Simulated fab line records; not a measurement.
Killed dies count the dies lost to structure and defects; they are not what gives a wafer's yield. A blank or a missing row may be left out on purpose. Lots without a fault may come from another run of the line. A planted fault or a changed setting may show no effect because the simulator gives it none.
fab line records + flow nand_harc
record
- lots=14
- wafers=42
- last_day=33
route steps=1302 shown THIN_TSV@1248 END@1302
lots that met no fault: taken from a fault-free run of the same line
start_h: start of the lot's first displayed wafer, in hours after the record's first day + wait_h: hours since the lot's step before + " repeats the value in the row above + L1.1+2: a single row standing in for several wafers + - no value, or no start given + * or withheld: withheld + < > ~ a bound
route shown NAME@n: a module of which the file shows steps, and the number in the route of the first + usual: average and standard deviation across the fault-free wafers + same: alike in all rows + chamber/n: place in a boat + sites: readings site by site + _std_site: the values' standard deviation + _edge_site: mean of outer sites minus mean of inner sites + radius_mm: how far each site lies from the wafer's centre + mask NAME#n: copy n + behind: tool/chamber where the wafer was last shaped + hold: reason for holding the lot/hours on hold/outcome of the hold + device: whichever transistor did not switch (one of n, p or np) + end of line: at the end of the route, the tests of the same wafers + a step given without rows: its recipe and nothing more + killed: dies that structure and defects cost at the first sort, which is not the same as the wafer's yield + map: a wafer's dies, marking killed ones x, the rest . and places with no die _
set.NAME: the setting that was run; set.NAME@STEP: the one run at that earlier step + model.NAME: the simulator's own value behind a step, which no gauge read
a sample of lots followed through the steps of the route, with each step as a table and each wafer as a row
services: when a tool's chamber went out of use (start_h, in hours from the record's first day, below 0 if earlier), for how many hours, and the reason
## steps
# step NHARC_THIN_TSV_PRECLEAN_41
# recipe
- time_s=*
- temp_c=50
- bath_age_min=0
- chemistry=SC1
| lot.wafer  | tool         | chamber | start_h | wait_h |
|------------|--------------|---------|---------|--------|
| L832.5+1+2 | wet_bench-10 | 6,0,1   | 549.24  | 0.0    |
| L833.3+6+1 | wet_bench-10 | 4,6,7   | 562.99  | 0.0    |
| L835.5+3+1 | wet_bench-08 | 5,7,0   | 568.07  | 0.0    |
| L837.1+2+5 | wet_bench-08 | 6,7,2   | 597.42  | 0.0    |
| L838.1+5+3 | wet_bench-10 | 1,4,5   | 598.64  | 0.0    |
| L839.3+6+4 | wet_bench-08 | 2,4,6   | 613.11  | 0.0    |
| L843.2+6+1 | wet_bench-08 | 4,5,1   | 663.74  | 0.0    |
| L841.2+1+3 | wet_bench-08 | 1,4,5   | 664.93  | 0.0    |
| L845.6+1+4 | wet_bench-08 | 3,4,5   | 667.97  | 0.0    |
| L842.2+3+6 | wet_bench-08 | 2,3,5   | 672.27  | 0.0    |
| L849.1+5+6 | wet_bench-08 | 6,2,3   | 708.91  | 0.0    |
| L850.5+6+1 | wet_bench-10 | 4,7,0   | 723.51  | 0.0    |
| L854.6+3+1 | wet_bench-08 | 7,0,1   | 764.22  | 0.0    |
| L855.2+6+1 | wet_bench-08 | 2,4,5   | 772.66  | 0.0    |
# step NHARC_THIN_TSV_ETCH_59
# recipe
- target_depth_a=8800
- icp_w=900
- bias_w=100
- Cl2_flow_sccm=60
- bcl3_flow_sccm=30
- time_s=138.1
- chemistry=Cl2/BCl3
# usual
- drypump_motor_current_A=5.6/0.46
- oes_product_au=1.001/0.0086
- throttle_valve_pct=22.264/0.0082
| lot.wafer | tool         | chamber | start_h | wait_h | drypump_motor_current_A | oes_product_au | rf_hours_counter_h | throttle_valve_pct |
|-----------|--------------|---------|---------|--------|-------------------------|----------------|--------------------|--------------------|
| L832.1    | rie_metal-01 | 1       | 556.88  | 0.1    | 5.0                     | 0.995          | 2.6                | 22.257             |
| L832.2    | "            | 0       | "       | "      | 5.2                     | 0.993          | 2.6                | 22.268             |
| L832.5    | "            | 0       | "       | "      | 5.2                     | 1.007          | -                  | 22.257             |
| L833.1    | rie_metal-03 | 1       | 570.39  | 0.1    | 6.0                     | 0.996          | 0.5                | 22.265             |
| L833.3    | "            | 0       | "       | "      | 6.2                     | 0.993          | -                  | 22.264             |
| L833.6    | "            | 1       | "       | "      | 6.0                     | 0.983          | -                  | 22.255             |
| L835.1    | rie_metal-02 | 1       | 575.89  | 0.1    | 5.2                     | 1.003          | 2.8                | 22.267             |
| L835.3    | "            | 1       | "       | "      | 5.2                     | 1.003          | -                  | 22.265             |
| L835.5    | "            | 0       | "       | "      | 6.0                     | 1.014          | -                  | 22.267             |
| L837.1    | rie_metal-03 | 0       | 604.71  | 0.1    | 6.2                     | 0.991          | 1.3                | 22.272             |
| L837.2    | "            | 1       | "       | "      | 6.0                     | 0.993          | 1.3                | 22.255             |
| L837.5    | "            | 0       | "       | "      | 6.2                     | 1.002          | -                  | 22.276             |
| L838.1    | rie_metal-01 | 1       | 605.89  | 0.1    | 5.1                     | 1.013          | 0.4                | 22.263             |
| L838.3    | "            | 1       | "       | "      | 5.1                     | 1.005          | -                  | 22.264             |
| L838.5    | "            | 1       | "       | "      | 5.1                     | 1.009          | -                  | 22.279             |
| L839.3    | rie_metal-03 | 1       | 620.37  | 0.2    | 6.0                     | 0.987          | -                  | 22.263             |
| L839.4    | "            | 0       | "       | "      | 6.2                     | 0.990          | -                  | 22.249             |
| L839.6    | "            | 1       | "       | "      | 6.0                     | 0.989          | -                  | 22.274             |
| L843.2    | rie_metal-03 | 0       | 671.02  | 0.1    | 6.2                     | 0.992          | 2.3                | 22.265             |
| L843.1    | "            | 1       | "       | "      | 6.0                     | 0.981          | 2.3                | 22.253             |
| L843.6    | "            | 0       | "       | "      | 6.2                     | 0.999          | -                  | 22.275             |
| L841.2    | rie_metal-02 | 0       | 672.00  | 0.1    | 6.0                     | 1.005          | 0.7                | 22.256             |
| L841.1    | "            | 1       | "       | "      | 5.2                     | 1.008          | 0.7                | 22.262             |
| L841.3    | "            | 1       | "       | "      | 5.2                     | 0.994          | -                  | 22.267             |
| L845.1    | rie_metal-03 | 1       | 675.07  | 0.1    | 6.0                     | 0.986          | 2.5                | 22.269             |
| L845.4    | "            | 1       | "       | "      | 6.0                     | 0.989          | -                  | 22.265             |
| L845.6    | "            | 1       | "       | "      | 6.0                     | 0.991          | -                  | 22.263             |
| L842.2    | rie_metal-01 | 0       | 679.43  | 0.1    | 5.2                     | 1.008          | 1.1                | 22.266             |
| L842.3    | "            | 0       | "       | "      | 5.2                     | 1.000          | -                  | 22.264             |
| L842.6    | "            | 0       | "       | "      | 5.2                     | 0.999          | -                  | 22.265             |
| L849.1    | rie_metal-03 | 0       | 716.40  | 0.1    | 6.2                     | 1.000          | 0.1                | 22.269             |
| L849.5    | "            | 1       | "       | "      | 6.0                     | 0.986          | -                  | 22.270             |
| L849.6    | "            | 0       | "       | "      | 6.2                     | 0.979          | -                  | 22.274             |
| L850.1    | rie_metal-03 | 1       | 730.55  | 0.1    | 6.0                     | 0.999          | 0.4                | 22.250             |
| L850.6    | "            | 1       | "       | "      | 6.0                     | 0.992          | -                  | 22.279             |
| L850.5    | "            | 0       | "       | "      | 6.2                     | 0.983          | -                  | 22.266             |
| L854.1    | rie_metal-02 | 0       | 771.60  | 0.1    | 6.0                     | 1.000          | 2.7                | 22.244             |
| L854.3    | "            | 1       | "       | "      | 5.2                     | 0.997          | -                  | 22.237             |
| L854.6    | "            | 0       | "       | "      | 6.0                     | 1.011          | -                  | 22.273             |
| L855.1    | rie_metal-02 | 0       | 780.13  | 0.1    | 5.9                     | 0.991          | 2.9                | 22.268             |
| L855.2    | "            | 1       | "       | "      | 5.2                     | 0.993          | 2.9                | 22.261             |
| L855.6    | "            | 0       | "       | "      | 6.0                     | 0.994          | -                  | 22.276             |
# step NHARC_THIN_TSV_ETCH_36
# recipe
- target_depth_a=650
- over_etch_frac=0.3
- time_s=18.571
- ion_energy_ev=150
- chemistry=Cl2/BCl3
# usual
- drypump_motor_current_A=5.6/0.46
- oes_product_au=0.999/0.0091
| lot.wafer | tool         | chamber | start_h | wait_h | drypump_motor_current_A | oes_product_au | rf_hours_counter_h |
|-----------|--------------|---------|---------|--------|-------------------------|----------------|--------------------|
| L832.1    | rie_metal-01 | 0       | 557.14  | 0.2    | 5.2                     | 1.012          | 2.7                |
| L832.2    | "            | 1       | "       | "      | 5.1                     | 1.018          | 2.7                |
| L832.5    | "            | 1       | "       | "      | 5.1                     | 1.014          | -                  |
| L833.1    | rie_metal-03 | 1       | 570.62  | 0.2    | 6.0                     | 0.987          | 0.6                |
| L833.3    | "            | 0       | "       | "      | 6.2                     | 0.982          | -                  |
| L833.6    | "            | 1       | "       | "      | 6.0                     | 0.998          | -                  |
| L835.1    | rie_metal-02 | 1       | 576.12  | 0.2    | 5.2                     | 0.999          | 3.0                |
| L835.3    | "            | 1       | "       | "      | 5.2                     | 0.996          | -                  |
| L835.5    | "            | 0       | "       | "      | 6.0                     | 1.017          | -                  |
| L837.2    | rie_metal-03 | 1       | 604.96  | 0.2    | 6.0                     | 0.986          | 1.4                |
| L837.1    | "            | 0       | "       | "      | 6.2                     | 1.002          | 1.4                |
| L837.5    | "            | 0       | "       | "      | 6.2                     | 0.994          | -                  |
| L838.1    | rie_metal-01 | 0       | 606.12  | 0.2    | 5.2                     | 1.009          | 0.5                |
| L838.3    | "            | 0       | "       | "      | 5.2                     | 1.004          | -                  |
| L838.5    | "            | 1       | "       | "      | 5.0                     | 1.013          | -                  |
| L839.4    | rie_metal-03 | 0       | 620.57  | 0.1    | 6.2                     | 0.998          | -                  |
| L839.3    | "            | 1       | "       | "      | 6.0                     | 0.981          | -                  |
| L839.6    | "            | 1       | "       | "      | 6.0                     | 0.980          | -                  |
| L843.1    | rie_metal-03 | 1       | 671.28  | 0.2    | 6.0                     | 0.996          | 2.4                |
| L843.2    | "            | 0       | "       | "      | 6.2                     | 1.002          | 2.4                |
| L843.6    | "            | 0       | "       | "      | 6.2                     | 1.000          | -                  |
| L841.1    | rie_metal-02 | 1       | 672.26  | 0.2    | 5.2                     | 0.981          | 0.8                |
| L841.2    | "            | 0       | "       | "      | 6.0                     | 1.002          | 0.8                |
| L841.3    | "            | 0       | "       | "      | 6.0                     | 0.995          | -                  |
| L845.1    | rie_metal-03 | 1       | 675.33  | 0.2    | 6.0                     | 0.981          | 2.6                |
| L845.4    | "            | 1       | "       | "      | 6.0                     | 0.988          | -                  |
| L845.6    | "            | 0       | "       | "      | 6.2                     | 1.012          | -                  |
| L842.2    | rie_metal-01 | 0       | 679.69  | 0.2    | 5.2                     | 1.006          | 1.3                |
| L842.3    | "            | 0       | "       | "      | 5.2                     | 0.990          | -                  |
| L842.6    | "            | 0       | "       | "      | 5.2                     | 0.991          | -                  |
| L849.1    | rie_metal-03 | 1       | 716.63  | 0.2    | 6.0                     | 0.997          | 0.2                |
| L849.5    | "            | 1       | "       | "      | 6.0                     | 0.980          | -                  |
| L849.6    | "            | 0       | "       | "      | 6.2                     | 0.979          | -                  |
| L850.1    | rie_metal-03 | 0       | 730.81  | 0.2    | 6.2                     | 0.985          | 0.5                |
| L850.5    | "            | 0       | "       | "      | 6.2                     | 0.983          | -                  |
| L850.6    | "            | 1       | "       | "      | 6.0                     | 0.995          | -                  |
| L854.1    | rie_metal-02 | 1       | 771.86  | 0.2    | 5.2                     | 0.995          | 2.8                |
| L854.3    | "            | 0       | "       | "      | 6.0                     | 1.000          | -                  |
| L854.6    | "            | 1       | "       | "      | 5.2                     | 0.998          | -                  |
| L855.2    | rie_metal-02 | 0       | 780.39  | 0.2    | 6.0                     | 1.009          | 3.0                |
| L855.1    | "            | 1       | "       | "      | 5.2                     | 0.990          | 3.0                |
| L855.6    | "            | 0       | "       | "      | 6.0                     | 1.002          | -                  |
# step NHARC_END_SORT_01
# recipe
- temp_c=25
# usual
- defect_limited_yield=90.6/2.3
- killed_at_array=59/16
- killed_at_other=0.8/1.1
- killed_at_periphery=3.6/2.4
- killed_dies=64/16
- killed_open=3.4/1.8
- killed_short=2.5/1.6
# same
- gross_dies=677
| lot.wafer | tool      | chamber | start_h | wait_h | defect_limited_yield[%] | killed_at_array | killed_at_other | killed_at_periphery | killed_dies | killed_open | killed_short |
|-----------|-----------|---------|---------|--------|-------------------------|-----------------|-----------------|---------------------|-------------|-------------|--------------|
| L842.2    | prober-02 | 0       | 698.70  | 2.8    | 77.1                    | 52              | 99              | 4                   | 155         | 4           | 0            |
| L842.3    | prober-02 | 0       | 699.51  | 3.1    | 82.0                    | 30              | 90              | 2                   | 122         | 5           | 3            |
| L842.6    | prober-02 | 0       | 701.94  | 4.0    | 86.4                    | 61              | 29              | 2                   | 92          | 0           | 2            |
| L849.1    | prober-02 | 0       | 725.17  | 2.5    | 85.1                    | 47              | 53              | 1                   | 101         | 2           | 1            |
| L849.5    | prober-02 | 0       | 728.35  | 3.7    | 79.9                    | 32              | 101             | 3                   | 136         | 2           | 1            |
| L849.6    | prober-02 | 0       | 729.15  | 4.0    | 81.4                    | 25              | 100             | 1                   | 126         | 5           | 1            |
| L854.1    | prober-01 | 0       | 779.44  | 2.5    | 88.3                    | 78              | 0               | 1                   | 79          | 6           | 1            |
| L854.3    | prober-01 | 0       | 781.05  | 3.1    | 89.5                    | 68              | 0               | 3                   | 71          | 2           | 2            |
| L854.6    | prober-01 | 0       | 783.47  | 4.0    | 90.1                    | 64              | 0               | 3                   | 67          | 5           | 3            |
| L855.1    | prober-01 | 0       | 789.01  | 2.5    | 95.7                    | 28              | 0               | 1                   | 29          | 4           | 3            |
| L855.2    | prober-01 | 0       | 789.83  | 2.8    | 93.4                    | 41              | 1               | 3                   | 45          | 4           | 4            |
| L855.6    | prober-01 | 0       | 793.08  | 4.1    | 95.6                    | 29              | 0               | 1                   | 30          | 2           | 2            |
# killed by level:class
L842.2 THIN_TSV:unspecified=99 A_CHANNEL_HOLE_D1:chamber_film_flake=34 A_SLIT:chamber_film_flake=12 P_M2:geometric_particle:open=1 A_CHANNEL_FILL_D1:geometric_particle:open=1 A_SLIT:geometric_particle:open=1 A_M0:geometric_particle:open=1 P_ZERO_WELL:chamber_film_flake=1
L842.3 THIN_TSV:unspecified=90 A_SLIT:chamber_film_flake=13 A_CONTACT:chamber_film_flake=4 A_CHANNEL_HOLE_D1:chamber_film_flake=3 P_GATE:geometric_particle:open=1 A_SOURCE_PLATE:geometric_particle:short=1 A_CHANNEL_HOLE_D1:geometric_particle:open=1 A_ONON_D2:geometric_particle:short=1
L842.6 A_CHANNEL_HOLE_D1:chamber_film_flake=29 THIN_TSV:unspecified=28 A_SLIT:chamber_film_flake=20 A_CONTACT:chamber_film_flake=4 A_CHANNEL_HOLE_D2:chamber_film_flake=2 A_STAIRCASE:chamber_film_flake=2 A_WL_FILL:chamber_film_flake=2 A_ONON_D1:geometric_particle:short=1
L849.1 THIN_TSV:unspecified=51 A_CHANNEL_HOLE_D2:chamber_film_flake=24 A_CHANNEL_HOLE_D1:chamber_film_flake=12 A_SLIT:chamber_film_flake=5 A_CONTACT:chamber_film_flake=2 THIN_TSV:chamber_film_flake=2 A_CHANNEL_FILL_D1:geometric_particle:short=1 A_ONON_D2:geometric_particle:open=1
L849.5 THIN_TSV:unspecified=95 A_SLIT:chamber_film_flake=11 A_CHANNEL_HOLE_D2:chamber_film_flake=10 A_CHANNEL_HOLE_D1:chamber_film_flake=6 THIN_TSV:chamber_film_flake=6 P_GATE:chamber_film_flake=2 A_STAIRCASE:chamber_film_flake=2 P_M0:geometric_particle:open=1
L849.6 THIN_TSV:unspecified=98 A_CHANNEL_HOLE_D2:chamber_film_flake=7 A_SLIT:chamber_film_flake=6 A_ONON_D2:geometric_particle:open=2 THIN_TSV:chamber_film_flake=2 A_CHANNEL_HOLE_D1:geometric_particle:open=1 A_CHANNEL_FILL_D1:geometric_particle:open=1 A_CHANNEL_FILL_D2:geometric_particle:open=1
L854.1 A_CHANNEL_HOLE_D2:chamber_film_flake=28 A_CHANNEL_HOLE_D1:chamber_film_flake=14 A_CONTACT:chamber_film_flake=10 A_SLIT:chamber_film_flake=8 A_STAIRCASE:chamber_film_flake=5 A_M1:chamber_film_flake=4 A_CHANNEL_HOLE_D2:geometric_particle:open=2 P_M0:geometric_particle:open=1
L854.3 A_CHANNEL_HOLE_D2:chamber_film_flake=27 A_CHANNEL_HOLE_D1:chamber_film_flake=16 A_CONTACT:chamber_film_flake=10 A_SLIT:chamber_film_flake=7 A_STAIRCASE:chamber_film_flake=3 A_M1:chamber_film_flake=2 P_GATE:geometric_particle:open=1 P_CONTACT:geometric_particle:short=1
L854.6 A_CHANNEL_HOLE_D2:chamber_film_flake=20 A_CHANNEL_HOLE_D1:chamber_film_flake=12 A_STAIRCASE:chamber_film_flake=9 A_SLIT:chamber_film_flake=8 A_CONTACT:chamber_film_flake=6 A_ONON_D1:geometric_particle:open=2 A_M1:chamber_film_flake=2 P_CONTACT:geometric_particle:open=1
L855.1 A_SLIT:chamber_film_flake=7 A_CONTACT:chamber_film_flake=5 A_CHANNEL_HOLE_D1:chamber_film_flake=3 A_DECK1_JOINT:geometric_particle:open=2 A_CHANNEL_HOLE_D1:geometric_particle:open=1 A_CHANNEL_FILL_D1:geometric_particle:short=1 A_ONON_D2:geometric_particle:short=1 A_CHANNEL_HOLE_D2:geometric_particle:open=1
L855.2 A_SLIT:chamber_film_flake=12 A_CHANNEL_HOLE_D1:chamber_film_flake=9 A_CONTACT:chamber_film_flake=5 A_STAIRCASE:chamber_film_flake=4 A_ONON_D1:geometric_particle:open=2 A_M1:chamber_film_flake=2 P_CONTACT:geometric_particle:short=1 A_WL_FILL:geometric_particle:short=1
L855.6 A_SLIT:chamber_film_flake=8 A_CHANNEL_HOLE_D1:chamber_film_flake=4 A_STAIRCASE:chamber_film_flake=3 A_WL_FILL:chamber_film_flake=3 A_M1:chamber_film_flake=2 A_ONON_D1:geometric_particle:open=1 A_CHANNEL_FILL_D1:geometric_particle:short=1 A_WL_FILL:geometric_particle:open=1
## services
| tool         | chamber | start_h | hours | kind                      |
|--------------|---------|---------|-------|---------------------------|
| rie_metal-03 | -       | 525.85  | 4.9   | repair                    |
| rie_metal-02 | 0       | 529.02  | 4.7   | repair                    |
| rie_metal-03 | 0       | 531.67  | -     | clean                     |
| rie_metal-03 | 1       | 531.67  | -     | clean                     |
| rie_metal-01 | 1       | 569.71  | 6.3   | repair                    |
| rie_metal-01 | -       | 575.00  | 9.0   | pm                        |
| rie_metal-02 | -       | 631.00  | 9.0   | pm                        |
| wet_bench-08 | -       | 646.40  | 8.0   | pm                        |
| wet_bench-08 | 0       | 654.40  | -     | consumable_replace:bath   |
| wet_bench-08 | 0       | 654.40  | -     | consumable_replace:filter |
| wet_bench-08 | 1       | 654.40  | -     | consumable_replace:bath   |
| wet_bench-08 | 1       | 654.40  | -     | consumable_replace:filter |
| wet_bench-08 | 2       | 654.40  | -     | consumable_replace:bath   |
| wet_bench-08 | 2       | 654.40  | -     | consumable_replace:filter |
| wet_bench-08 | 3       | 654.40  | -     | consumable_replace:bath   |
| wet_bench-10 | -       | 663.20  | 8.0   | pm                        |
| rie_metal-03 | -       | 699.67  | 9.0   | pm                        |
| rie_metal-03 | 0       | 699.67  | 9.0   | vent_cycle                |
| rie_metal-03 | 1       | 699.67  | 9.0   | vent_cycle                |
| rie_metal-03 | 0       | 708.67  | -     | clean                     |
| rie_metal-03 | 1       | 708.67  | -     | clean                     |
| rie_metal-03 | 1       | 744.74  | 11.6  | repair                    |
| rie_metal-01 | -       | 749.42  | 0.8   | repair                    |
| rie_metal-01 | -       | 752.00  | 9.0   | pm                        |
## key
first_sign
- step=NHARC_END_SORT_01
- reading=killed_at_other
- direction=up
- sigmas=68
- usual=0.8
- struck=78.7
effect
- step=NHARC_END_SORT_01
- reading=defect_limited_yield
- direction=down
- sigmas=3.7
- usual=90.6
- struck=82.0
- wafers_moved=5
more_kills_born_at
- NHARC_THIN_TSV_PRECLEAN_41@wet_bench-08=461
met_at NHARC_THIN_TSV_PRECLEAN_41
struck_lots L842,L849
not_acting_at NHARC_THIN_TSV_ETCH_59,NHARC_THIN_TSV_ETCH_36
onset_between 667.97 672.27
fault
- kind=chamber_particle_source
- tool=wet_bench-08
- chamber=-
- onset_h=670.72
- steps=NHARC_THIN_TSV_PRECLEAN_41
- rate_per_visit_cm2=1.5757
- end_h=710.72
